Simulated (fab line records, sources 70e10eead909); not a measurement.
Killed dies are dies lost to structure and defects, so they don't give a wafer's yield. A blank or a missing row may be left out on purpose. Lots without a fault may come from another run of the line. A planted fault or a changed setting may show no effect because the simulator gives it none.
Which tool did it? | flow nand_harc | 22 lots, 66 wafers sampled, at 6 steps of a route of 1302

WHAT THE GAUGES READ, wafer by wafer
The record holds no reading of a measuring or inspecting step that can be judged against a usual standard deviation.

WHICH TOOL RAN EACH LOT (tool, then ch and the chambers of the sampled wafers, then the start)
lot  | NHARC_A_STAIRCASE_TRIM_222                    | NHARC_A_STAIRCASE_TRIM_229         | NHARC_A_STAIRCASE_ETCH_234                    | NHARC_A_STAIRCASE_TRIM_235                    | NHARC_A_STAIRCASE_STRIP_254          | NHARC_A_STAIRCASE_HM_OPEN_457
L074 | rie_diel-02 ch 0,1,3, day 16 04:40 or earlier | rie_diel-08 ch 0,1,3, day 16 04:40 | rie_diel-08 ch 1,2,3, day 16 07:31 or earlier | rie_diel-08 ch 0,1,2, day 16 07:31 or earlier | plasma_asher-02 ch 0,1, day 16 07:31 | rie_diel-09 ch 0,2,3, no start
L076 | rie_diel-09 ch 0,2,3, day 16 19:14 or earlier | rie_diel-02 ch 1,2, day 16 19:14   | rie_diel-02 ch 1,2,3, day 16 22:02 or earlier | rie_diel-02 ch 1,2,3, day 16 22:02 or earlier | plasma_asher-01 ch 0,1, day 16 22:02 | rie_diel-02 ch 0,2, no start
L075 | rie_diel-09 ch 0,1,2, day 16 20:55 or earlier | rie_diel-08 ch 0,1,3, day 16 20:55 | rie_diel-08 ch 0,3, day 16 23:47 or earlier   | rie_diel-08 ch 0,1,3, day 16 23:47 or earlier | plasma_asher-02 ch 0,1, day 16 23:47 | rie_diel-08 ch 0,1,2, no start
L077 | rie_diel-09 ch 0,2,3, day 17 13:34 or earlier | rie_diel-09 ch 0,1,3, day 17 13:34 | rie_diel-09 ch 0,2,3, day 17 16:52 or earlier | rie_diel-09 ch 0,3, day 17 16:52 or earlier   | plasma_asher-01 ch 0,1, day 17 16:52 | rie_diel-09 ch 0,3, no start
L078 | rie_diel-09 ch 0,1,3, day 17 14:58 or earlier | rie_diel-09 ch 0,1,2, day 17 14:58 | rie_diel-09 ch 0,3, day 17 17:53 or earlier   | rie_diel-09 ch 2,3, day 17 17:53 or earlier   | plasma_asher-02 ch 0,1, day 17 17:53 | rie_diel-08 ch 0,2,3, no start
L079 | rie_diel-02 ch 0,1,2, day 18 01:17 or earlier | rie_diel-08 ch 0,1,2, day 18 01:17 | rie_diel-08 ch 0,2,3, day 18 03:55 or earlier | rie_diel-08 ch 2,3, day 18 03:55 or earlier   | plasma_asher-02 ch 1, day 18 03:55   | rie_diel-08 ch 0,1,2, no start
L080 | rie_diel-09 ch 0,1,3, day 18 03:40 or earlier | rie_diel-02 ch 1,3, day 18 03:40   | rie_diel-02 ch 0,2,3, day 18 06:23 or earlier | rie_diel-02 ch 0,1, day 18 06:23 or earlier   | plasma_asher-02 ch 0,1, day 18 06:23 | rie_diel-02 ch 0,2, no start
L081 | rie_diel-09 ch 0,2, day 18 22:54 or earlier   | rie_diel-09 ch 2,3, day 18 22:54   | rie_diel-09 ch 1,2, day 19 01:47 or earlier   | rie_diel-09 ch 0,2, day 19 01:47 or earlier   | plasma_asher-01 ch 0,1, day 19 01:47 | rie_diel-08 ch 0,1,2, no start
L082 | rie_diel-08 ch 0,2, day 19 20:11 or earlier   | rie_diel-02 ch 1,2,3, day 19 20:11 | rie_diel-02 ch 0,1, day 19 23:14 or earlier   | rie_diel-02 ch 0,3, day 19 23:14 or earlier   | plasma_asher-02 ch 0,1, day 19 23:14 | rie_diel-09 ch 0,1, no start
L083 | rie_diel-08 ch 1,2,3, day 19 20:25 or earlier | rie_diel-09 ch 0,2, day 19 20:25   | rie_diel-09 ch 0,1, day 19 23:31 or earlier   | rie_diel-09 ch 0,2, day 19 23:31 or earlier   | plasma_asher-02 ch 0,1, day 19 23:31 | rie_diel-02 ch 0,3, no start
L084 | rie_diel-09 ch 1,2, day 20 00:48 or earlier   | rie_diel-08 ch 1,2,3, day 20 00:48 | rie_diel-08 ch 0,1,3, day 20 03:55 or earlier | rie_diel-08 ch 2,3, day 20 03:55 or earlier   | plasma_asher-02 ch 0,1, day 20 03:55 | rie_diel-08 ch 1,2, no start
L085 | rie_diel-09 ch 1,2, day 20 13:23 or earlier   | rie_diel-02 ch 0,1,3, day 20 13:23 | rie_diel-02 ch 2,3, day 20 16:13 or earlier   | rie_diel-02 ch 1,2,3, day 20 16:13 or earlier | plasma_asher-02 ch 0,1, day 20 16:13 | rie_diel-02 ch 1,2,3, no start
L087 | rie_diel-09 ch 0,1,3, day 21 03:07 or earlier | rie_diel-08 ch 1,2,3, day 21 03:07 | rie_diel-08 ch 0,1,2, day 21 05:44 or earlier | rie_diel-08 ch 1,2,3, day 21 05:44 or earlier | plasma_asher-02 ch 0,1, day 21 05:44 | rie_diel-08 ch 1,2,3, no start
L086 | rie_diel-02 ch 0,2,3, day 21 04:56 or earlier | rie_diel-08 ch 0,1,3, day 21 04:56 | rie_diel-08 ch 1,2, day 21 07:51 or earlier   | rie_diel-08 ch 1,2, day 21 07:51 or earlier   | plasma_asher-01 ch 0,1, day 21 07:51 | rie_diel-02 ch 0,2,3, no start
L088 | rie_diel-08 ch 1,2,3, day 22 00:24 or earlier | rie_diel-08 ch 0,2,3, day 22 00:24 | rie_diel-08 ch 0,1,3, day 22 03:37 or earlier | rie_diel-08 ch 0,1,3, day 22 03:37 or earlier | plasma_asher-01 ch 0,1, day 22 03:37 | rie_diel-09 ch 0,3, no start
L090 | rie_diel-08 ch 0,1,3, day 22 23:11 or earlier | rie_diel-08 ch 0,1,3, day 22 23:11 | rie_diel-08 ch 1,2,3, day 23 01:56 or earlier | rie_diel-08 ch 0,1,3, day 23 01:56 or earlier | plasma_asher-01 ch 0,1, day 23 01:56 | rie_diel-08 ch 0,1,3, no start
L091 | rie_diel-08 ch 0,1,2, day 23 04:32 or earlier | rie_diel-08 ch 0,1, day 23 04:32   | rie_diel-08 ch 0,2,3, day 23 07:17 or earlier | rie_diel-08 ch 1,3, day 23 07:17 or earlier   | plasma_asher-02 ch 0, day 23 07:17   | rie_diel-09 ch 0,3, no start
L092 | rie_diel-02 ch 0,2,3, day 24 03:00 or earlier | rie_diel-08 ch 0,1,2, day 24 03:00 | rie_diel-08 ch 0,1,3, day 24 06:10 or earlier | rie_diel-08 ch 1,2,3, day 24 06:10 or earlier | plasma_asher-01 ch 0,1, day 24 06:10 | rie_diel-08 ch 0,3, no start
L094 | rie_diel-09 ch 0,2, day 24 06:59 or earlier   | rie_diel-02 ch 2,3, day 24 06:59   | rie_diel-02 ch 0,1,3, day 24 09:36 or earlier | rie_diel-02 ch 2,3, day 24 09:36 or earlier   | plasma_asher-01 ch 0,1, day 24 09:36 | rie_diel-02 ch 0,3, no start
L093 | rie_diel-08 ch 0,3, day 24 07:28 or earlier   | rie_diel-08 ch 2,3, day 24 07:28   | rie_diel-08 ch 0,2, day 24 10:23 or earlier   | rie_diel-08 ch 0,2,3, day 24 10:23 or earlier | plasma_asher-02 ch 0,1, day 24 10:23 | rie_diel-02 ch 0,3, no start
L097 | rie_diel-02 ch 1,2,3, day 25 09:02 or earlier | rie_diel-08 ch 0,1,2, day 25 09:02 | rie_diel-08 ch 0,1,3, day 25 11:50 or earlier | rie_diel-08 ch 1,2,3, day 25 11:50 or earlier | plasma_asher-02 ch 0,1, day 25 11:50 | rie_diel-02 ch 1,2,3, no start
L096 | rie_diel-09 ch 0,1,3, day 25 10:28 or earlier | rie_diel-08 ch 1,2,3, day 25 10:28 | rie_diel-08 ch 0,3, day 25 13:15 or earlier   | rie_diel-08 ch 0,1,2, day 25 13:15 or earlier | plasma_asher-02 ch 0,1, day 25 13:15 | rie_diel-08 ch 0,1,2, no start
- NHARC_A_STAIRCASE_TRIM_222: chemistry O2, time 211.2 s.
- NHARC_A_STAIRCASE_TRIM_229: chemistry O2, time 211.2 s.
- NHARC_A_STAIRCASE_ETCH_234: etches the open film in C4F8/O2, target depth 100 nm, time 40.5 s.
- NHARC_A_STAIRCASE_TRIM_235: chemistry O2, time 211.2 s.
- NHARC_A_STAIRCASE_STRIP_254: strips in O2.
- NHARC_A_STAIRCASE_HM_OPEN_457: chemistry O2/COS.

WHAT THE TOOLS THEMSELVES READ (means of the sampled wafers that have a number; where no wafer has one, the mark that the record gives instead)
NHARC_A_STAIRCASE_TRIM_222. Usual: drypump_motor_current_A 5.6 A, standard deviation 0.62; oes_product_au 0.999 a.u., standard deviation 0.01; rf_vpp_V 57.8 V, standard deviation 0.96; showerhead_plenum_p_Torr 3.54 Torr, standard deviation 0.15; throttle_valve_pct 17.037 %, standard deviation 0.0086.
lot  | tool        | drypump_motor_current_A (A) | oes_product_au (a.u.) | rf_vpp_V (V) | showerhead_plenum_p_Torr (Torr) | throttle_valve_pct (%) | flag
L074 | rie_diel-02 | 6.0                         | 0.988                 | 57.3         | 3.58                            | 17.037                 |
L076 | rie_diel-09 | 5.3                         | 0.997                 | 57.0         | 3.52                            | 17.036                 |
L075 | rie_diel-09 | 5.8                         | 0.992                 | 58.0         | 3.51                            | 17.043                 |
L077 | rie_diel-09 | 5.3                         | 0.998                 | 56.8         | 3.52                            | 17.036                 |
L078 | rie_diel-09 | 5.7                         | 0.994                 | 58.1         | 3.59                            | 17.033                 |
L079 | rie_diel-02 | 6.2                         | 1.000                 | 58.2         | 3.65                            | 17.037                 |
L080 | rie_diel-09 | 5.7                         | 1.001                 | 58.3         | 3.59                            | 17.032                 |
L081 | rie_diel-09 | 5.4                         | 0.992                 | 56.9         | 3.42                            | 17.034                 |
L082 | rie_diel-08 | 5.6                         | 1.002                 | 58.0         | 3.43                            | 17.025                 |
L083 | rie_diel-08 | 5.4                         | 1.005                 | 58.1         | 3.58                            | 17.038                 |
L084 | rie_diel-09 | 5.4                         | 0.993                 | 57.0         | 3.34                            | 17.029                 |
L085 | rie_diel-09 | 5.4                         | 0.986                 | 57.4         | 3.34                            | 17.032                 |
L087 | rie_diel-09 | 5.7                         | 1.010                 | 58.5         | 3.57                            | 17.036                 |
L086 | rie_diel-02 | 5.8                         | 0.997                 | 56.8         | 3.56                            | 17.039                 |
L088 | rie_diel-08 | 5.3                         | 1.009                 | 57.2         | 3.58                            | 17.035                 |
L090 | rie_diel-08 | 5.3                         | 1.005                 | 58.0         | 3.54                            | 17.037                 |
L091 | rie_diel-08 | 5.6                         | 1.009                 | 56.9         | 3.54                            | 17.048                 |
L092 | rie_diel-02 | 5.8                         | 0.997                 | 58.1         | 3.55                            | 17.033                 |
L094 | rie_diel-09 | 5.7                         | 0.988                 | 59.2         | 3.73                            | 17.051                 |
L093 | rie_diel-08 | 5.3                         | 1.008                 | 58.4         | 3.41                            | 17.042                 |
L097 | rie_diel-02 | 5.6                         | 0.998                 | 57.9         | 3.49                            | 17.036                 |
L096 | rie_diel-09 | 5.7                         | 0.985                 | 57.6         | 3.56                            | 17.033                 |

NHARC_A_STAIRCASE_TRIM_229. Usual: drypump_motor_current_A 5.6 A, standard deviation 0.54; oes_product_au 1.001 a.u., standard deviation 0.01; rf_vpp_V 57.9 V, standard deviation 0.84; showerhead_plenum_p_Torr 3.54 Torr, standard deviation 0.14; throttle_valve_pct 17.035 %, standard deviation 0.0084.
lot  | tool        | drypump_motor_current_A (A) | oes_product_au (a.u.) | rf_vpp_V (V) | showerhead_plenum_p_Torr (Torr) | throttle_valve_pct (%) | flag
L074 | rie_diel-08 | 5.3                         | 1.003                 | 57.5         | 3.57                            | 17.035                 |
L076 | rie_diel-02 | 5.9                         | 0.998                 | 57.4         | 3.60                            | 17.040                 |
L075 | rie_diel-08 | 5.3                         | 1.005                 | 58.2         | 3.57                            | 17.035                 |
L077 | rie_diel-09 | 5.7                         | 0.990                 | 58.4         | 3.59                            | 17.038                 |
L078 | rie_diel-09 | 5.8                         | 0.992                 | 58.5         | 3.50                            | 17.040                 |
L079 | rie_diel-08 | 5.6                         | 0.997                 | 57.0         | 3.56                            | 17.037                 |
L080 | rie_diel-02 | 5.9                         | 0.999                 | 58.0         | 3.53                            | 17.036                 |
L081 | rie_diel-09 | 4.9                         | 0.994                 | 56.7         | 3.36                            | 17.034                 |
L082 | rie_diel-02 | 5.6                         | 0.996                 | 58.4         | 3.52                            | 17.028                 |
L083 | rie_diel-09 | 5.7                         | 0.997                 | 57.8         | 3.57                            | 17.038                 |
L084 | rie_diel-08 | 5.3                         | 1.003                 | 57.4         | 3.58                            | 17.038                 |
L085 | rie_diel-02 | 6.0                         | 0.994                 | 58.5         | 3.56                            | 17.032                 |
L087 | rie_diel-08 | 5.4                         | 1.010                 | 59.7         | 3.58                            | 17.043                 |
L086 | rie_diel-08 | 5.4                         | 1.008                 | 58.1         | 3.55                            | 17.038                 |
L088 | rie_diel-08 | 5.3                         | 1.007                 | 57.9         | 3.45                            | 17.040                 |
L090 | rie_diel-08 | 5.4                         | 1.007                 | 58.6         | 3.54                            | 17.032                 |
L091 | rie_diel-08 | 5.6                         | 1.003                 | 58.7         | 3.63                            | 17.030                 |
L092 | rie_diel-08 | 5.6                         | 1.001                 | 57.9         | 3.54                            | 17.043                 |
L094 | rie_diel-02 | 5.4                         | 0.994                 | 58.6         | 3.50                            | 17.032                 |
L093 | rie_diel-08 | 5.4                         | 1.003                 | 57.6         | 3.48                            | 17.039                 |
L097 | rie_diel-08 | 5.6                         | 1.000                 | 58.1         | 3.53                            | 17.034                 |
L096 | rie_diel-08 | 5.4                         | 1.004                 | 57.4         | 3.56                            | 17.042                 |

NHARC_A_STAIRCASE_ETCH_234. Usual: oes_product_au 0.947 a.u., standard deviation 0.014; rf_fwd_power_W 592 W, standard deviation 3.2; rf_vpp_V 896 V, standard deviation 5.2.
lot  | tool        | oes_product_au (a.u.) | rf_fwd_power_W (W) | rf_vpp_V (V) | flag
L074 | rie_diel-08 | 0.932                 | 592                | 900          |
L076 | rie_diel-02 | 0.946                 | 594                | 895          |
L075 | rie_diel-08 | 0.942                 | 588                | 895          |
L077 | rie_diel-09 | 0.921                 | 593                | 895          |
L078 | rie_diel-09 | 0.936                 | 595                | 901          |
L079 | rie_diel-08 | 0.956                 | 591                | 894          |
L080 | rie_diel-02 | 0.962                 | 590                | 898          |
L081 | rie_diel-09 | 0.935                 | 592                | 892          |
L082 | rie_diel-02 | 0.939                 | 588                | 902          |
L083 | rie_diel-09 | 0.924                 | 592                | 897          |
L084 | rie_diel-08 | 0.955                 | 593                | 897          |
L085 | rie_diel-02 | 0.942                 | 594                | 895          |
L087 | rie_diel-08 | 0.960                 | 592                | 896          |
L086 | rie_diel-08 | 0.955                 | 593                | 897          |
L088 | rie_diel-08 | 0.940                 | 592                | 896          |
L090 | rie_diel-08 | 0.951                 | 591                | 898          |
L091 | rie_diel-08 | 0.955                 | 592                | 893          |
L092 | rie_diel-08 | 0.952                 | 593                | 896          |
L094 | rie_diel-02 | 0.944                 | 593                | 897          |
L093 | rie_diel-08 | 0.949                 | 591                | 893          |
L097 | rie_diel-08 | 0.957                 | 592                | 896          |
L096 | rie_diel-08 | 0.954                 | 592                | 891          |

NHARC_A_STAIRCASE_TRIM_235. Usual: drypump_motor_current_A 5.6 A, standard deviation 0.56; oes_product_au 1.001 a.u., standard deviation 0.0093; rf_vpp_V 57.7 V, standard deviation 0.9; showerhead_plenum_p_Torr 3.54 Torr, standard deviation 0.14; throttle_valve_pct 17.036 %, standard deviation 0.0094.
lot  | tool        | drypump_motor_current_A (A) | oes_product_au (a.u.) | rf_vpp_V (V) | showerhead_plenum_p_Torr (Torr) | throttle_valve_pct (%) | flag
L074 | rie_diel-08 | 5.6                         | 0.999                 | 57.6         | 3.57                            | 17.031                 |
L076 | rie_diel-02 | 5.6                         | 1.004                 | 58.3         | 3.53                            | 17.030                 |
L075 | rie_diel-08 | 5.3                         | 0.999                 | 57.4         | 3.57                            | 17.033                 |
L077 | rie_diel-09 | 5.2                         | 1.001                 | 57.3         | 3.60                            | 17.041                 |
L078 | rie_diel-09 | 4.8                         | 1.004                 | 58.7         | 3.45                            | 17.034                 |
L079 | rie_diel-08 | 5.1                         | 1.010                 | 57.6         | 3.50                            | 17.033                 |
L080 | rie_diel-02 | 6.6                         | 1.006                 | 58.2         | 3.70                            | 17.042                 |
L081 | rie_diel-09 | 5.8                         | 0.990                 | 57.4         | 3.58                            | 17.042                 |
L082 | rie_diel-02 | 6.1                         | 1.010                 | 57.2         | 3.63                            | 17.038                 |
L083 | rie_diel-09 | 5.7                         | 1.000                 | 57.2         | 3.57                            | 17.044                 |
L084 | rie_diel-08 | 5.3                         | 0.999                 | 57.9         | 3.49                            | 17.045                 |
L085 | rie_diel-02 | 5.6                         | 1.001                 | 57.2         | 3.51                            | 17.041                 |
L087 | rie_diel-08 | 5.4                         | 1.000                 | 57.6         | 3.58                            | 17.027                 |
L086 | rie_diel-08 | 5.6                         | 0.994                 | 57.6         | 3.67                            | 17.033                 |
L088 | rie_diel-08 | 5.3                         | 1.005                 | 57.5         | 3.54                            | 17.023                 |
L090 | rie_diel-08 | 5.4                         | 1.010                 | 58.2         | 3.54                            | 17.036                 |
L091 | rie_diel-08 | 5.4                         | 1.005                 | 58.7         | 3.66                            | 17.043                 |
L092 | rie_diel-08 | 5.4                         | 1.005                 | 58.6         | 3.57                            | 17.028                 |
L094 | rie_diel-02 | 5.2                         | 0.997                 | 57.3         | 3.43                            | 17.036                 |
L093 | rie_diel-08 | 5.4                         | 1.012                 | 57.9         | 3.45                            | 17.044                 |
L097 | rie_diel-08 | 5.3                         | 0.998                 | 57.5         | 3.56                            | 17.038                 |
L096 | rie_diel-08 | 5.6                         | 1.008                 | 58.4         | 3.53                            | 17.030                 |

NHARC_A_STAIRCASE_STRIP_254. Usual: drypump_motor_current_A 5.90 A, standard deviation 0.29; heater_power_w 339 W, standard deviation 19.
lot  | tool            | drypump_motor_current_A (A) | heater_power_w (W) | flag
L074 | plasma_asher-02 | 6.15                        | 343                |
L076 | plasma_asher-01 | 5.61                        | 322                |
L075 | plasma_asher-02 | 6.15                        | 343                |
L077 | plasma_asher-01 | 5.69                        | 334                |
L078 | plasma_asher-02 | 6.16                        | 344                |
L079 | plasma_asher-02 | 5.84                        | 352                |
L080 | plasma_asher-02 | 6.17                        | 343                |
L081 | plasma_asher-01 | 5.68                        | 332                |
L082 | plasma_asher-02 | 6.17                        | 351                |
L083 | plasma_asher-02 | 6.02                        | 348                |
L084 | plasma_asher-02 | 6.16                        | 343                |
L085 | plasma_asher-02 | 6.15                        | 346                |
L087 | plasma_asher-02 | 5.99                        | 345                |
L086 | plasma_asher-01 | 5.61                        | 322                |
L088 | plasma_asher-01 | 5.68                        | 338                |
L090 | plasma_asher-01 | 5.69                        | 340                |
L091 | plasma_asher-02 | 6.32                        | 346                |
L092 | plasma_asher-01 | 5.69                        | 345                |
L094 | plasma_asher-01 | 5.68                        | 340                |
L093 | plasma_asher-02 | 6.15                        | 340                |
L097 | plasma_asher-02 | 6.17                        | 346                |
L096 | plasma_asher-02 | 6.15                        | 348                |

NHARC_A_STAIRCASE_HM_OPEN_457. Usual: drypump_motor_current_A 5.6 A, standard deviation 0.61; oes_product_au 0.999 a.u., standard deviation 0.01; rf_fwd_power_W 498.7 W, standard deviation 1.6; rf_vpp_V 467.7 V, standard deviation 2.9; showerhead_plenum_p_Torr 3.14 Torr, standard deviation 0.13; throttle_valve_pct 28.329 %, standard deviation 0.0092.
lot  | tool        | drypump_motor_current_A (A) | oes_product_au (a.u.) | rf_fwd_power_W (W) | rf_vpp_V (V) | showerhead_plenum_p_Torr (Torr) | throttle_valve_pct (%) | flag
L074 | rie_diel-09 | 5.3                         | 1.003                 | 499.1              | 466.9        | 3.12                            | 28.328                 |
L076 | rie_diel-02 | 6.4                         | 0.996                 | 498.9              | 470.2        | 3.28                            | 28.324                 |
L075 | rie_diel-08 | 5.6                         | 1.006                 | 498.2              | 468.2        | 3.15                            | 28.329                 |
L077 | rie_diel-09 | 5.2                         | 1.007                 | 498.3              | 468.9        | 3.19                            | 28.327                 |
L078 | rie_diel-08 | 5.3                         | 0.995                 | 498.0              | 466.2        | 3.07                            | 28.323                 |
L079 | rie_diel-08 | 5.6                         | 0.999                 | 499.0              | 467.9        | 3.15                            | 28.327                 |
L080 | rie_diel-02 | 6.0                         | 1.006                 | 499.1              | 469.4        | 3.23                            | 28.326                 |
L081 | rie_diel-08 | 5.6                         | 1.002                 | 499.5              | 467.8        | 3.15                            | 28.333                 |
L082 | rie_diel-09 | 6.2                         | 0.995                 | 497.9              | 467.5        | 3.15                            | 28.335                 |
L083 | rie_diel-02 | 5.5                         | 1.006                 | 500.5              | 466.2        | 3.09                            | 28.334                 |
L084 | rie_diel-08 | 5.6                         | 0.999                 | 499.2              | 468.4        | 3.17                            | 28.324                 |
L085 | rie_diel-02 | 5.7                         | 0.994                 | 500.0              | 467.5        | 3.11                            | 28.336                 |
L087 | rie_diel-08 | 5.4                         | 1.002                 | 498.6              | 467.9        | 3.17                            | 28.323                 |
L086 | rie_diel-02 | 5.8                         | 0.996                 | 496.4              | 467.9        | 3.15                            | 28.321                 |
L088 | rie_diel-09 | 5.6                         | 0.988                 | 499.4              | 469.3        | 3.23                            | 28.333                 |
L090 | rie_diel-08 | 5.4                         | 1.002                 | 498.8              | 468.2        | 3.13                            | 28.328                 |
L091 | rie_diel-09 | 5.2                         | 0.999                 | 499.0              | 467.7        | 3.17                            | 28.331                 |
L092 | rie_diel-08 | 5.1                         | 1.014                 | 499.6              | 465.2        | 3.05                            | 28.326                 |
L094 | rie_diel-02 | 5.5                         | 1.003                 | 497.9              | 466.1        | 3.08                            | 28.325                 |
L093 | rie_diel-02 | 5.5                         | 0.996                 | 497.6              | 465.8        | 3.08                            | 28.326                 |
L097 | rie_diel-02 | 5.6                         | 0.993                 | 498.1              | 467.1        | 3.09                            | 28.336                 |
L096 | rie_diel-08 | 5.6                         | 1.001                 | 498.9              | 467.3        | 3.12                            | 28.328                 |

THE ANSWER, worked out from the rows above alone
Rule: a lot is off if the mean of its wafers that have a number lies more than 3 standard deviations from the usual mean. A lot without any number at a reading at which 4 lots or more have one is off too. The other lots that the step has rows for count as sound. The gauges are gone through in route order, then the tools' own readings, and for those a lot's mean is taken as printed above. The first step at which some lot is off is used, and at that step the reading that is off furthest; a lot without a number counts as furthest.
No lot is off at any reading shown: from this, nothing can be told.

WHAT THE SIMULATOR HAD PUT IN
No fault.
